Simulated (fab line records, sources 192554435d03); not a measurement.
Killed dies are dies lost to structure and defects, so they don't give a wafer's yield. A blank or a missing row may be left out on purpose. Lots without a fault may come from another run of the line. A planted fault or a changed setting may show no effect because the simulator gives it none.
fab line records | flow n5_finfet
record lots=7 wafers=21
route steps=1938 shown BEOL_M8@1335 BEOL_M9@1431 BEOL_M11@1565 BEOL_M12@1625 BEOL_M13@1713 BEOL_M14@1723
start_h: hours from the record's first day to the start of the lot's first wafer shown | wait_h: hours since the lot's step before | " the same as in the row above | L1.1+2: a row that stands for several wafers | - no value, or no start given | * or withheld: withheld | < > ~ a bound
route shown NAME@n: a module of which the file shows steps, and the number in the route of the first | usual: mean/standard deviation of fault-free wafers | same: alike in all rows | chamber/n: place in a boat | sites: the reading at each site | _std_site: their standard deviation | _edge_site: outer sites' mean less inner sites' | radius_mm: how far each site lies from the wafer's centre | mask NAME#n: copy n | behind: the tool/chamber that last shaped the wafer | hold: why the lot was held/for how many hours/how that ended | device: the transistor (n, p or np) that didn't switch | end of line: the same wafers' tests at the end of the route | a step without rows: its recipe alone | killed: dies lost to structure and defects at the first sort, not the wafer's yield | map: a wafer's dies, x killed, . not, _ none there
set.NAME: the setting as run; set.NAME@STEP: as run at that earlier step | model.NAME: the simulator's own value behind a step, which no gauge read
lots whose settings were changed on purpose; a table a step, a row a wafer
## steps
# step N5_BEOL_M8_PECVD_70
# recipe material=SiO2 target_thk_a=200 temp_c=400 precursor=TEOS/O2 pressure_torr=5.5 rf_w=450 teos_flow_sccm=53.8 gas=O2 flow_sccm=3000 time_s=22.7
# columns lot.wafer tool chamber start_h wait_h set.time_s model.SiO2_of_BEOL_M8_PECVD_70.thk_nm
L076.1 pecvd-03 0 210.05 0.0 22.7 20
L076.5 " 0 " " 26.04 23.2
L076.6 " 1 " " 22.7 20.2
L078.1 pecvd-01 0 229.57 0.0 22.7 19.4
L078.2 " 2 " " 19.42 16.8
L078.4 " 0 " " 19.42 17.2
L080.1 pecvd-04 1 231.34 0.0 22.7 19.6
L080.2+5 " 2,1 " " 22.7 20
L084.2 pecvd-01 2 262.71 0.0 22.7 19.4
L084.3 " 1 " " 22.7 19.6
L084.6 " 2 " " 22.7 20
L090.1 pecvd-03 2 305.47 0.0 19.68 17.4
L090.3 " 0 " " 22.7 20.2
L090.5 " 0 " " 22.7 20.4
L093.1 pecvd-04 0 315.56 0.0 22.7 20
L093.3 " 2 " " 22.7 19.8
L093.4 " 1 " " 22.7 20.4
L095.1 pecvd-03 0 325.19 0.0 19.38 16.8
L095.3 " 1 " " 22.7 20.6
L095.6 " 0 " " 19.38 17.4
# step N5_BEOL_M8_ETCH_65
# recipe chemistry=CF4 target=SiARC target_depth_a=156 mask_material=CAR-EUV time_s=26 ion_energy_ev=80 pressure_mtorr=40 source_w=545 bias_w=36 Ar_flow_sccm=100 cf4_flow_sccm=100 ends=cleared
# usual rf_vpp_V=183.7/0.98
# columns lot.wafer tool chamber start_h wait_h set.source_w rf_vpp_V
L076.1 rie_diel-05 1 212.63 0.0 545 183.7
L076.5 " 0 " " 545 183.5
L076.6 " 1 " " 545 184.5
L078.1 rie_diel-05 1 233.75 0.0 545 183.1
L078.2 " 2 " " 545 183.4
L078.4 " 0 " " 545 183.1
L080.1 rie_diel-05 3 237.02 0.0 583.7 180.1
L080.2 " 2 " " 545 182.1
L080.5 " 2 " " 583.7 179.8
L084.2 rie_diel-03 2 266.65 0.0 545 183.7
L084.3 " 3 " " 545 184.3
L084.6 " 0 " " 545 182.7
L090.1 rie_diel-06 1 313.19 0.0 545 183.4
L090.3 " 0 " " 545 183.3
L090.5 " 0 " " 545 184.3
L093.1 rie_diel-03 3 320.14 0.0 545 184.8
L093.3 " 1 " " 450.9 196.8
L093.4 " 0 " " 545 182.2
L095.1 rie_diel-05 2 327.84 0.0 460.3 192.6
L095.3 " 0 " " 545 184.1
L095.6 " 2 " " 545 183.0
# step N5_BEOL_M8_TRENCH_ETCH_37
# recipe chemistry=C4F6/O2 target_depth_a=934.78 target=SiCOH_lowk time_s=31.2 ion_energy_ev=250 pressure_mtorr=30 source_w=345 bias_w=185 Ar_flow_sccm=300 C4F6_flow_sccm=10 O2_flow_sccm=10
# columns lot.wafer tool chamber start_h wait_h set.time_s model.BEOL_M8.feature_depth_nm model.etch.depth_nm
L076.1 rie_diel-05 1 - - 31.2 93 93.07
L076.5 " 0 " " 37.39 113.8 113.7
L076.6 " 1 " " 31.2 93.4 93.45
L078.1 rie_diel-05 1 - - 31.2 93 92.9
L078.2 " 2 " " 31.2 95.4 95.32
L078.4 " 0 " " 31.2 95.2 95.3
L080.1 rie_diel-05 3 - - 37.12 105.8 105.8
L080.2 " 2 " " 31.2 95.8 95.75
L080.5 " 2 " " 31.2 95.2 95.22
L084.2 rie_diel-03 2 - - 31.2 93.2 93.23
L084.3 " 3 " " 31.2 90.2 90.17
L084.6 " 0 " " 31.2 93.2 93.16
L090.1 rie_diel-06 1 - - 31.2 90.4 90.41
L090.3 " 0 " " 27.21 82.4 82.47
L090.5 " 0 " " 31.2 94.4 94.48
L093.1 rie_diel-03 3 - - 31.2 89.4 89.49
L093.3 " 1 " " 24.39 74.6 74.58
L093.4 " 0 " " 24.39 71.4 71.43
L095.1 rie_diel-05 2 - - 31.2 93.6 93.69
L095.3 " 0 " " 31.2 94.6 94.67
L095.6 " 2 " " 31.2 94.8 94.75
# step N5_BEOL_M8_ETCH_41
# recipe chemistry=CH3F/O2 target=SiCN target_depth_a=319 taper_deg=2 time_s=57.8 ion_energy_ev=120 mask_material=TiN pressure_mtorr=30 source_w=395 bias_w=75 Ar_flow_sccm=150 CH3F_flow_sccm=30 O2_flow_sccm=20
# step N5_BEOL_M8_STRIP_80
# recipe chemistry=N2/H2 time_s=10 power_w=450 temp_c=40 pressure_mtorr=20 rf_frequency_hz=6e+07 bias_power_w=7 n2_flow_sccm=200 h2_flow_sccm=200
# step N5_BEOL_M8_OCD_MEAS_38
# usual trench_depth_nm=92.6/2.3
# columns lot.wafer tool chamber start_h wait_h set.time_s@BEOL_M8_TRENCH_ETCH_37 trench_depth_nm
L076.1 ocd-01 - 213.01 - 31.2 93.6
L076.5 " - " " 37.39 113.8
L076.6 " - " " 31.2 93.5
L078.1 ocd-02 - 234.13 - 31.2 93.0
L078.2 " - " " 31.2 95.0
L078.4 " - " " 31.2 95.1
L080.1 ocd-01 - 237.39 - 37.12 105.7
L080.2 " - " " 31.2 96.7
L080.5 " - " " 31.2 95.0
L084.2 ocd-01 - 267.03 - 31.2 92.9
L084.3 " - " " 31.2 90.4
L084.6 " - " " 31.2 92.9
L090.1 ocd-01 - 313.57 - 31.2 90.2
L090.3 " - " " 27.21 81.8
L090.5 " - " " 31.2 94.5
L093.1 ocd-02 - 320.52 - 31.2 89.4
L093.3 " - " " 24.39 74.5
L093.4 " - " " 24.39 71.3
L095.1 ocd-01 - 328.22 - 31.2 93.9
L095.3 " - " " 31.2 94.1
L095.6 " - " " 31.2 94.7
# step N5_BEOL_M8_HM_STRIP_39
# recipe chemistry=peroxide_tin_strip material=TiN target_depth_a=250 temp_c=50 time_s=158
# columns lot.wafer tool chamber start_h wait_h set.time_s@BEOL_M8_PECVD_70 model.SiO2_of_BEOL_M8_PECVD_70.thk_nm
L076.1 wet_bench-05 1 213.04 0.0 22.7 19.8
L076.5 " 3 " " 26.04 23.2
L076.6 " 2 " " 22.7 20
L078.1 wet_bench-05 5 234.16 0.0 22.7 19.4
L078.2 " 2 " " 19.42 16.6
L078.4 " 6 " " 19.42 17
L080.1 wet_bench-02 4 237.43 0.0 22.7 19.6
L080.2 " 0 " " 22.7 19.8
L080.5 " 6 " " 22.7 20
L084.2+3 wet_bench-03 0,6 267.06 0.0 22.7 19.4
L084.6 " 7 " " 22.7 19.8
L090.1 wet_bench-05 3 313.60 0.0 19.68 17.2
L090.3 " 2 " " 22.7 20
L090.5 " 5 " " 22.7 20.2
L093.1 wet_bench-02 1 320.55 0.0 22.7 19.8
L093.3 " 0 " " 22.7 19.6
L093.4 " 7 " " 22.7 20.2
L095.1 wet_bench-03 1 328.25 0.0 19.38 16.6
L095.3 " 0 " " 22.7 20.4
L095.6 " 5 " " 19.38 17.2
# step N5_BEOL_M8_SRD_40
# recipe time_s=30 temp_c=23 rinse_liquid=diw dry=ipa_marangoni
# step N5_BEOL_M8_PRECLEAN_42
# recipe chemistry=residue_remover time_s=60 temp_c=40
# step N5_BEOL_M8_ANNEAL_51
# recipe temp_c=225 time_s=90 ambient=N2
# step N5_BEOL_M8_CMP_52
# recipe stop_on=SiCOH_lowk t_overpolish_s=6.9 down_force_psi=1 platen_rpm=50 clearing_platen_down_force_psi=1.5 clearing_platen_rpm=50 post_cmp_clean=cu_alkaline target_thk_nm=80 clearing_platen_pad_velocity_m_s=0.99484 pad_velocity_m_s=0.99484
# step N5_BEOL_M8_THK_MEAS_53
# recipe thk_meas_gauge=xrf reads=Cu_of_BEOL_M8_ECD_50
# usual M8_THK=80.8/2.8
# columns lot.wafer tool chamber start_h wait_h set.time_s@BEOL_M8_TRENCH_ETCH_37 M8_THK[nm]
L076.1 film_metro-02 - 215.52 - 31.2 79.3
L076.5 " - " " 37.39 105.1
L076.6 " - " " 31.2 81.0
L078.1 film_metro-01 - 237.49 - 31.2 82.1
L078.2 " - " " 31.2 83.1
L078.4 " - " " 31.2 83.3
L080.1 film_metro-01 - 240.10 0.1 37.12 92.9
L080.2 " - " " 31.2 86.3
L080.5 " - " " 31.2 84.1
L084.2 film_metro-02 - 269.65 - 31.2 80.3
L084.3 " - " " 31.2 77.3
L084.6 " - " " 31.2 79.9
L090.1 film_metro-02 - 316.26 - 31.2 77.6
L090.3 " - " " 27.21 69.5
L090.5 " - " " 31.2 81.0
L093.1 film_metro-02 - 322.70 - 31.2 79.5
L093.3 " - " " 24.39 61.9
L093.4 " - " " 24.39 59.2
L095.1 film_metro-02 - 330.67 - 31.2 81.0
L095.3 " - " " 31.2 83.0
L095.6 " - " " 31.2 82.7
# step N5_BEOL_M8_PRE_CLEAN_55
# recipe gas=NH3 time_s=15 temp_c=withheld rf_power_w=300
# step N5_BEOL_M8_DEP_56
# recipe material=SiCN target_thk_a=100 temp_c=withheld precursor=3MS/NH3 pressure_torr=3 rf_w=202 time_s=17.5
# step N5_BEOL_M8_RS_MEAS_57
# recipe thk_meas_gauge=four-point-probe reads=Cu_of_BEOL_M8_ECD_50+Co_of_BEOL_M8_CVD_78+TaN_of_BEOL_M8_ALD_77
# usual M8_RS=0.289/0.012
# columns lot.wafer tool chamber start_h wait_h set.time_s@BEOL_M8_TRENCH_ETCH_37 M8_RS[ohm/sq]
L076.1 film_metro-01 - 215.65 0.1 31.2 0.299
L076.5 " - " " 37.39 0.215
L076.6 " - " " 31.2 0.292
L078.1 film_metro-02 - 237.65 0.1 31.2 0.283
L078.2 " - " " 31.2 0.279
L078.4 " - " " 31.2 0.279
L080.1 film_metro-02 - 240.23 0.1 37.12 0.246
L080.2 " - " " 31.2 0.268
L080.5 " - " " 31.2 0.278
L084.2 film_metro-02 - 269.78 0.1 31.2 0.292
L084.3 " - " " 31.2 0.304
L084.6 " - " " 31.2 0.294
L090.1 film_metro-01 - 316.39 0.1 31.2 0.300
L090.3 " - " " 27.21 0.340
L090.5 " - " " 31.2 0.282
L093.1 film_metro-02 - 322.83 0.1 31.2 0.292
L093.3 " - " " 24.39 0.392
L093.4 " - " " 24.39 0.416
L095.1 film_metro-02 - 330.80 0.1 31.2 0.286
L095.3 " - " " 31.2 0.277
L095.6 " - " " 31.2 0.278
# step N5_BEOL_M9_EXPOSE_25
# recipe mask_id=V8 na=0.33 source_shape=annular sigma_inner=0.4 sigma_outer=0.8 polarization=unpolarized dose_mj=37.25
# columns lot.wafer tool chamber start_h wait_h mask set.dose_mj
L076.1+5+6 euv_scanner-01 0 219.71 - V8#0 37.25
L078.1+4 euv_scanner-02 0 240.39 - V8#0 37.25
L078.2 " 0 " " V8#0 36.52
L080.1 euv_scanner-01 0 243.35 - V8#0 38.1
L080.2+5 " 0 " " V8#0 37.25
L084.2+3+6 euv_scanner-02 0 276.55 - V8#0 37.25
L090.1+5 euv_scanner-02 0 320.53 - V8#0 37.25
L090.3 " 0 " " V8#0 35.73
L093.1+3 euv_scanner-02 0 327.28 - V8#0 38.86
L093.4 " 0 " " V8#0 37.25
L095.1+3+6 euv_scanner-01 0 334.58 - V8#0 37.25
# step N5_BEOL_M9_PEB_26
# recipe peb_temp_c=100 peb_time_s=60 resist=CAR-EUV
# step N5_BEOL_M9_DEVELOP_27
# recipe develop_time_s=30 developer=TMAH resist=CAR-EUV rinse_liquid=surfactant_rinse dry=air_spin dev_temp_c=23
# step N5_BEOL_M9_CD_MEAS_28
# recipe target_cd_nm=70 landing_energy_ev=500 detector=se_inlens polarity=opening
# usual cd_nm=69.85/0.26
# columns lot.wafer tool chamber start_h wait_h set.dose_mj@BEOL_M9_EXPOSE_25 cd_nm
L076.1 cd_sem-01 0 219.84 - 37.25 69.90
L076.5 " 0 " " 37.25 69.61
L076.6 " 0 " " 37.25 69.61
L078.1 cd_sem-02 0 240.52 - 37.25 69.61
L078.2 " 0 " " 36.52 69.08
L078.4 " 0 " " 37.25 69.79
L080.1 cd_sem-03 0 243.48 - 38.1 70.44
L080.2 " 0 " " 37.25 70.07
L080.5 " 0 " " 37.25 70.11
L084.2 cd_sem-01 0 276.67 - 37.25 70.21
L084.3 " 0 " " 37.25 69.91
L084.6 " 0 " " 37.25 70.06
L090.1 cd_sem-03 0 320.66 - 37.25 69.48
L090.3 " 0 " " 35.73 68.53
L090.5 " 0 " " 37.25 69.76
L093.1 cd_sem-01 0 327.41 - 38.86 71.14
L093.3 " 0 " " 38.86 70.73
L093.4 " 0 " " 37.25 69.96
L095.1 cd_sem-03 0 334.71 - 37.25 69.67
L095.3 " 0 " " 37.25 70.48
L095.6 " 0 " " 37.25 70.13
# step N5_BEOL_M11_EXPOSE_25
# recipe mask_id=V10 na=1.35 source_shape=annular sigma_inner=0.5 sigma_outer=0.8 polarization=unpolarized dose_mj=85.5
# columns lot.wafer tool chamber start_h wait_h mask set.dose_mj
L076.1+5 arfi_scanner-01 0 237.00 - V10#0 85.5
L076.6 " 0 " " V10#0 79.36
L078.1+4 arfi_scanner-02 0 256.53 - V10#0 90.22
L078.2 " 0 " " V10#0 85.5
L080.1 arfi_scanner-01 0 258.39 - V10#0 85.5
L080.2+5 " 0 " " V10#0 80.41
L084.2+3+6 arfi_scanner-02 0 292.44 - V10#0 85.5
L090.1+5 arfi_scanner-01 0 334.91 - V10#0 85.5
L090.3 " 0 " " V10#0 81.68
L093.1+4 arfi_scanner-03 0 346.35 - V10#0 88.39
L093.3 " 0 " " V10#0 85.5
L095.1+6 arfi_scanner-03 0 348.40 - V10#0 91.52
L095.3 " 0 " " V10#0 85.5
# step N5_BEOL_M11_PEB_26
# recipe peb_temp_c=withheld peb_time_s=60 resist=CAR-ArF
# step N5_BEOL_M11_DEVELOP_27
# recipe develop_time_s=30 developer=TMAH resist=CAR-ArF rinse_liquid=diw dry=air_spin dev_temp_c=23
# step N5_BEOL_M11_CD_MEAS_28
# recipe target_cd_nm=70 landing_energy_ev=500 detector=se_inlens polarity=opening
# usual cd_nm=70.0/1.3
# columns lot.wafer tool chamber start_h wait_h set.dose_mj@BEOL_M11_EXPOSE_25 cd_nm
L076.1 cd_sem-02 0 237.13 - 85.5 69.1
L076.5 " 0 " " 85.5 69.9
L076.6 " 0 " " 79.36 64.6
L078.1 cd_sem-02 0 256.66 - 90.22 74.4
L078.2 " 0 " " 85.5 70.3
L078.4 " 0 " " 90.22 73.9
L080.1 cd_sem-03 0 258.52 - 85.5 69.2
L080.2 " 0 " " 80.41 63.9
L080.5 " 0 " " 80.41 63.0
L084.2 cd_sem-01 0 292.57 - 85.5 67.5
L084.3 " 0 " " 85.5 67.4
L084.6 " 0 " " 85.5 68.9
L090.1 cd_sem-01 0 335.04 - 85.5 68.7
L090.3 " 0 " " 81.68 64.7
L090.5 " 0 " " 85.5 68.6
L093.1 cd_sem-01 0 346.48 - 88.39 69.2
L093.3 " 0 " " 85.5 69.7
L093.4 " 0 " " 88.39 71.1
L095.1 cd_sem-01 0 348.53 - 91.52 76.9
L095.3 " 0 " " 85.5 72.4
L095.6 " 0 " " 91.52 77.6
# step N5_BEOL_M11_VIA_ETCH_34
# recipe chemistry=C4F6/O2 target=SiCOH_lowk target_depth_a=1845 mask_material=SOC taper_deg=4 time_s=69.2 ion_energy_ev=250 pressure_mtorr=30 source_w=345 bias_w=185 Ar_flow_sccm=300 C4F6_flow_sccm=10 O2_flow_sccm=10
# columns lot.wafer tool chamber start_h wait_h set.time_s model.etch.depth_nm
L076.1 rie_diel-01 0 238.03 0.0 69.2 192.5
L076.5 " 3 " " 69.2 178.4
L076.6 " 0 " " 69.2 192.8
L078.1 rie_diel-02 3 256.97 0.0 74.94 191.5
L078.2 " 2 " " 69.2 187.2
L078.4 " 1 " " 69.2 184.2
L080.1 rie_diel-02 0 258.88 0.0 69.2 178.3
L080.2 " 1 " " 61.56 161.9
L080.5 " 0 " " 69.2 179.6
L084.2 rie_diel-04 0 292.86 0.0 69.2 176.2
L084.3 " 2 " " 69.2 175.2
L084.6 " 1 " " 69.2 184.2
L090.1 rie_diel-04 1 335.71 0.0 69.2 186.4
L090.3 " 3 " " 69.2 190.8
L090.5 " 3 " " 82.92 228
L093.1 rie_diel-01 3 346.78 0.0 69.2 175
L093.3 " 0 " " 69.2 190.4
L093.4 " 2 " " 69.2 183.1
L095.1 rie_diel-02 0 349.14 0.0 69.2 179.7
L095.3 " 2 " " 69.2 190.2
L095.6 " 1 " " 69.2 186.5
# step N5_BEOL_M12_COAT_22
# recipe spin_rpm=2888 resist_thk_nm=300
# columns lot.wafer tool chamber start_h wait_h set.spin_rpm model.coat_of_BEOL_M12_COAT_22.thk_nm
L076.1+6 litho_track-01 0 - - 2712 308.8
L076.5 " 0 " " 2712 309.8
L078.1 litho_track-02 0 - - 2650 314.8
L078.2 " 0 " " 2650 315.4
L078.4 " 0 " " 2888 301.8
L080.1 litho_track-01 0 - - 2888 299.2
L080.2+5 " 0 " " 2888 298.4
L084.2 litho_track-02 0 - - 2888 300.6
L084.3 " 0 " " 2888 301.8
L084.6 " 0 " " 2888 301.4
L090.1 litho_track-05 0 - - 2888 301.2
L090.3 " 0 " " 2888 300.4
L090.5 " 0 " " 2888 300.8
L093.1 litho_track-01 0 - - 3182 286
L093.3 " 0 " " 2888 299.8
L093.4 " 0 " " 3182 286.6
L095.1 litho_track-02 0 - - 2888 300
L095.3 " 0 " " 2706 310
L095.6 " 0 " " 2888 300.2
# step N5_BEOL_M13_DEP_53
# recipe material=SiCN target_thk_a=500 temp_c=withheld precursor=3MS/NH3 pressure_torr=3 rf_w=675 time_s=17.8
# columns lot.wafer tool chamber start_h wait_h set.time_s model.SiCN_of_BEOL_M13_DEP_53.thk_nm
L076.1 pecvd-03 1 255.20 0.0 17.8 48.8
L076.5 " 0 " " 15.93 45.6
L076.6 " 1 " " 17.8 49.4
L078.1 pecvd-03 2 272.36 0.0 18.5 50.4
L078.2 " 0 " " 17.8 50
L078.4 " 1 " " 18.5 50.8
L080.1 pecvd-03 2 276.28 0.0 16.5 45.4
L080.2 " 1 " " 16.5 44.6
L080.5 " 1 " " 17.8 49.2
L084.2 pecvd-01 0 305.26 0.0 17.8 48.6
L084.3 " 1 " " 17.8 49
L084.6 " 2 " " 17.8 50.2
L090.1 pecvd-03 1 348.41 0.0 17.8 48.8
L090.3 " 0 " " 17.8 49.8
L090.5 " 0 " " 17.8 51
L093.1 pecvd-01 0 361.12 0.0 17.8 49.6
L093.3 " 2 " " 17.8 49.2
L093.4 " 0 " " 18.58 52.2
L095.1 pecvd-01 0 363.28 0.0 15.99 44
L095.3 " 1 " " 17.8 49.8
L095.6 " 1 " " 17.8 50.2
# step N5_BEOL_M14_PEB_08
# recipe peb_temp_c=130 peb_time_s=90
# columns lot.wafer tool chamber start_h wait_h set.peb_time_s
L076.1+5 litho_track-05 0 255.73 0.1 90
L076.6 " 0 " " 105.7
L078.1+2+4 litho_track-05 0 272.87 0.1 90
L080.1+2 litho_track-05 0 276.92 0.1 76.34
L080.5 " 0 " " 90
L084.2+3+6 litho_track-02 0 305.90 0.0 90
L090.1+3 litho_track-05 0 349.06 0.1 90
L090.5 " 0 " " 108.8
L093.1 litho_track-02 0 361.63 0.1 90
L093.3+4 " 0 " " 106.1
L095.1+3+6 litho_track-05 0 363.92 0.1 90
# step N5_BEOL_M14_DEVELOP_09
# recipe develop_time_s=45 rinse_liquid=diw dry=air_spin dev_temp_c=21
# step N5_BEOL_M14_HARDBAKE_14
# recipe temp_c=130 time_s=120
# step N5_BEOL_M14_CD_MEAS_10
# recipe target_cd_nm=250 landing_energy_ev=500 detector=se_inlens polarity=opening
# usual cd_nm=250.2/1.6
# columns lot.wafer tool chamber start_h wait_h set.peb_time_s@BEOL_M14_PEB_08 cd_nm
L076.1 cd_sem-03 0 255.85 - 90 252.6
L076.5 " 0 " " 90 249.4
L076.6 " 0 " " 105.7 257.3
L078.1 cd_sem-02 0 272.99 - 90 250.9
L078.2 " 0 " " 90 250.2
L078.4 " 0 " " 90 249.4
L080.1 cd_sem-03 0 277.03 - 76.34 242.7
L080.2 " 0 " " 76.34 240.0
L080.5 " 0 " " 90 247.8
L084.2 cd_sem-01 0 306.01 - 90 249.4
L084.3 " 0 " " 90 251.8
L084.6 " 0 " " 90 250.0
L090.1 cd_sem-01 0 349.17 - 90 251.1
L090.3 " 0 " " 90 249.5
L090.5 " 0 " " 108.8 257.9
L093.1 cd_sem-02 0 361.75 - 90 250.8
L093.3 " 0 " " 106.1 259.9
L093.4 " 0 " " 106.1 257.2
L095.1 cd_sem-01 0 364.03 - 90 250.3
L095.3 " 0 " " 90 251.8
L095.6 " 0 " " 90 249.8
# step N5_BEOL_M14_PEB_26
# recipe peb_temp_c=130 peb_time_s=90
# columns lot.wafer tool chamber start_h wait_h set.peb_temp_c
L076.1 litho_track-04 0 256.58 0.1 130
L076.5+6 " 0 " " 128.2
L078.1+4 litho_track-02 0 274.09 0.1 130
L078.2 " 0 " " 133.6
L080.1+5 litho_track-05 0 277.79 0.1 128.4
L080.2 " 0 " " 130
L084.2+3+6 litho_track-04 0 306.75 0.0 130
L090.1+3 litho_track-05 0 350.03 0.1 130
L090.5 " 0 " " 131.5
L093.1+4 litho_track-02 0 362.98 0.1 130
L093.3 " 0 " " 128.5
L095.1+6 litho_track-04 0 364.84 0.1 133.7
L095.3 " 0 " " 130
## key
split step=N5_BEOL_M8_PECVD_70 setting=time_s stated=22.7 by=wafer
response step=N5_BEOL_M8_PECVD_70 reading=model.SiO2_of_BEOL_M8_PECVD_70.thk_nm change=+0.208 per=1% r=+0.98
response step=N5_BEOL_M8_HM_STRIP_39 reading=model.SiO2_of_BEOL_M8_PECVD_70.thk_nm change=+0.216 per=1% r=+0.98
split step=N5_BEOL_M8_ETCH_65 setting=source_w stated=545 by=wafer
response step=N5_BEOL_M8_ETCH_65 reading=rf_vpp_V change=-0.656 per=1% r=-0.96
split step=N5_BEOL_M8_TRENCH_ETCH_37 setting=time_s stated=31.2 by=wafer
response step=N5_BEOL_M8_TRENCH_ETCH_37 reading=model.BEOL_M8.feature_depth_nm change=+0.782 per=1% r=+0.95
response step=N5_BEOL_M8_TRENCH_ETCH_37 reading=model.etch.depth_nm change=+0.781 per=1% r=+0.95
response step=N5_BEOL_M8_OCD_MEAS_38 reading=trench_depth_nm change=+0.776 per=1% r=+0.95
response step=N5_BEOL_M8_THK_MEAS_53 reading=M8_THK shape=bent at_lowest=60.6 at_stated=81.3 at_highest=105.1
response step=N5_BEOL_M8_RS_MEAS_57 reading=M8_RS change=-0.00373 per=1% r=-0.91
split step=N5_BEOL_M9_EXPOSE_25 setting=dose_mj stated=37.25 by=wafer
response step=N5_BEOL_M9_CD_MEAS_28 reading=cd_nm change=+0.24 per=1% r=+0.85
split step=N5_BEOL_M11_EXPOSE_25 setting=dose_mj stated=85.5 by=wafer
response step=N5_BEOL_M11_CD_MEAS_28 reading=cd_nm change=+0.725 per=1% r=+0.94
split step=N5_BEOL_M11_VIA_ETCH_34 setting=time_s stated=69.2 by=wafer
response step=N5_BEOL_M11_VIA_ETCH_34 reading=model.etch.depth_nm change=+1.74 per=1% r=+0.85
split step=N5_BEOL_M12_COAT_22 setting=spin_rpm stated=2888 by=wafer
response step=N5_BEOL_M12_COAT_22 reading=model.coat_of_BEOL_M12_COAT_22.thk_nm change=-1.46 per=1% r=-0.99
split step=N5_BEOL_M13_DEP_53 setting=time_s stated=17.8 by=wafer
response step=N5_BEOL_M13_DEP_53 reading=model.SiCN_of_BEOL_M13_DEP_53.thk_nm change=+0.474 per=1% r=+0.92
split step=N5_BEOL_M14_PEB_08 setting=peb_time_s stated=90 by=wafer
response step=N5_BEOL_M14_CD_MEAS_10 reading=cd_nm change=+0.393 per=1% r=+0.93
split step=N5_BEOL_M14_PEB_26 setting=peb_temp_c stated=130 by=wafer
response none in this file
